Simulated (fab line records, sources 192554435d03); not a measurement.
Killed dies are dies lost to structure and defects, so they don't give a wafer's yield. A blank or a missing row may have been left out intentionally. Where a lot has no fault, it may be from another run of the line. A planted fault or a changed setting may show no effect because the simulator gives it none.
Split-lot trial -- flow n5-finfet -- on a route of 1938 steps: 7 lots, 39 wafers read

== ABOUT THE SPLIT ==
At N5_FIN_SAQP_ETCH_69 (etches SOC in N2/H2, stops on SiNx, target depth 150 nm), the setting target-depth-a was moved away from the recipe's 1500 angstrom on 12 of the 39 wafers read, by -3.7% to +10.9%. For the rest of the wafers, this setting stayed at what the recipe calls for.

Reading taken at the split's own step.

== THE READING ==
SOC_of_FIN_SAQP_COAT_68.thk-nm (the simulator's own value, which no gauge read), in nm, at N5_FIN_SAQP_ETCH_69 (etches SOC in N2/H2, stops on SiNx, target depth 150 nm). There is no usual value for it anywhere in the file. Here, 27 wafers ran the recipe; their average is 5.6 nm with a standard deviation of 1.1 nm.

wafer,"tool, chamber at the split","target-depth-a as run, angstrom",against the recipe,"SOC_of_FIN_SAQP_COAT_68.thk-nm, nm",against lot-mates on the recipe
L075.1,"rie-diel-06, 2",1500,recipe,5.6,-
L075.2,"rie-diel-06, 0",1500,recipe,6.2,-
L075.3,"rie-diel-06, 3",1583,+5.5%,0,-6.3
L075.4,"rie-diel-06, 1",1583,+5.5%,2.2,-4.1
L075.5,"rie-diel-06, 1",1500,recipe,7,-
L075.6,"rie-diel-06, 2",1583,+5.5%,0.8,-5.5
L076.1,"rie-diel-03, 0,3,3",1619,+7.9%,0,-5.5
L076.3,"rie-diel-03, 0,3,3",1619,+7.9%,0,-5.5
L076.5,"rie-diel-03, 0,3,3",1619,+7.9%,0,-5.5
L076.2,"rie-diel-03, 2",1500,recipe,6,-
L076.4,"rie-diel-03, 0,2",1500,recipe,5.2,-
L076.6,"rie-diel-03, 0,2",1500,recipe,5.2,-
L079.1,"rie-diel-03, 0",1500,recipe,4.6,-
L079.2,"rie-diel-03, 1",1500,recipe,6.6,-
L079.3,"rie-diel-03, 2",1500,recipe,5.4,-
L079.4,"rie-diel-03, 2",1500,recipe,5,-
L079.5,"rie-diel-03, 0",1500,recipe,4.2,-
L079.6,"rie-diel-03, 1",1500,recipe,5.8,-
L086.1,"rie-diel-05, 3,0,0",1664,+10.9%,0,-6.5
L086.4,"rie-diel-05, 3,0,0",1664,+10.9%,0,-6.5
L086.5,"rie-diel-05, 3,0,0",1664,+10.9%,0,-6.5
L086.2,"rie-diel-05, 1",1500,recipe,6.6,-
L086.3,"rie-diel-05, 2",1500,recipe,5.2,-
L086.6,"rie-diel-05, 3",1500,recipe,7.6,-
L089.1,"rie-diel-03, 1",1500,recipe,7,-
L089.2,"rie-diel-03, 2",1500,recipe,6,-
L089.3,"rie-diel-03, 0",1445,-3.7%,8.8,+2.2
L089.4,"rie-diel-03, 1",1500,recipe,6.8,-
L089.5,"rie-diel-03, 0",1445,-3.7%,9.2,+2.6
L089.6,"rie-diel-03, 2",1445,-3.7%,9.6,+3.0
L093.2,"rie-diel-03, 2,3",1500,recipe,5.6,-
L093.6,"rie-diel-03, 2,3",1500,recipe,5.6,-
L093.3,"rie-diel-03, 0",1500,recipe,6.4,-
L096.1,"rie-diel-03, 3",1500,recipe,5.2,-
L096.2,"rie-diel-03, 1",1500,recipe,2.2,-
L096.3,"rie-diel-03, 2",1500,recipe,4.6,-
L096.4,"rie-diel-03, 2",1500,recipe,6.4,-
L096.5,"rie-diel-03, 1",1500,recipe,3.8,-
L096.6,"rie-diel-03, 3",1500,recipe,4.8,-
Rows listing several chambers each stand for several wafers; the file does not say which wafer went through which chamber.

FIT RESULTS
A straight line over all 39 wafers: SOC_of_FIN_SAQP_COAT_68.thk-nm changes by -0.644 nm for each +1% of target-depth-a; r = -0.91; the points scatter about the line by 1.2 nm.
The same after taking each lot's own level away (the mean of its wafers on the recipe; 39 wafers): -0.669 nm for each +1%; r = -0.94; scatter 0.92 nm.
That fit puts the effect of the largest move of target-depth-a on the reading at 7.3 nm.
The lots' own levels span 4.50 to 6.60 nm, that is 1.9 times the standard deviation above.
The two slopes are in agreement: the lot-to-lot level therefore moves the slope only a little.
Check: -7.57 nm against its lot-mates is what the line predicts for one of the wafers moved furthest among these (+10.9%) when that wafer is left out of the fit. It came out at -6.47 nm against them.

== THESE WAFERS: OTHER SPLITS ==
Note: prior to the reading, these wafers also went through further splits. Each is held against what the fit with the lots' levels taken away leaves over:
other split on the same wafers,wafers away from the commonest value,r with SOC_of_FIN_SAQP_COAT_68.thk-nm (lot level and that fit taken away)
N5_FIN_SAQP_MANDREL_ETCH_22 icp-w,15,-0.01

== FILE'S OWN FIT ==
SOC_of_FIN_SAQP_COAT_68.thk-nm changes by -0.674 nm for each +1% of target-depth-a, r = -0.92.
